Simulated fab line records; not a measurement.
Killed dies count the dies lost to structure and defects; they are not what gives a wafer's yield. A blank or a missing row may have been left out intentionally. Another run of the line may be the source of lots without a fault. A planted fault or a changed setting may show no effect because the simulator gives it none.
Chamber matching -- flow nand-harc -- rie-diel-13 running NHARC_P_M1_ETCH_35: 4 sister chambers
The step etches the open film in N2/H2, target depth 40 nm, overetch 12 nm, time 43.94 s. 8 wafers are shown with their chamber, then 7 later ones without.

## WAFERS PAIRED WITH THEIR CHAMBERS
wafer,chamber,drypump-motor-current-A (A),rf-vpp-V (V)
L231.5,0,5.4,429.8
L233.2,3,6.3,435.9
L233.5,1,6.3,431.1
L235.1,1,6.4,432.4
L235.2,0,5.4,429.9
L235.3,2,5.5,425.6
L234.3,3,6.3,432.3
L234.4,2,5.4,427.4

## WAFERS MISSING THEIR CHAMBER
wafer,drypump-motor-current-A (A),rf-vpp-V (V)
L234.5,6.4,431.5
L237.2,6.4,432.9
L237.3,6.3,434.8
L237.5,5.5,426.0
L247.2,6.3,433.0
L247.4,5.4,427.8
L247.6,5.4,430.4

## EACH ONE'S CHAMBER
wafer,from the rows above,in truth
L234.5,can't be placed: 1 or 3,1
L237.2,can't be placed: 1 or 3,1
L237.3,can't be placed: 3 or 1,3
L237.5,2,2
L247.2,can't be placed: 3 or 1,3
L247.4,can't be placed: 2 or 0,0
L247.6,0,0
Placed correctly: 2 of 7. Unplaceable from these rows: 5, with the true chamber sitting among the candidates in 5. Wrongly placed: 0.
How it was worked out, from the rows above alone: a wafer's distance from a chamber is the root of the sum, over the readings, of the square of ((its reading less the chamber's mean) divided by the reading's scatter). The wafer belongs to the nearest chamber; if the next one is less than 2 further off, it can't be placed. For every chamber, the mean is computed from those of its wafers that are shown. The scatter: the root of (the sum of the squares of (reading less its chamber's mean) over the shown wafers, divided by (wafers less chambers)).
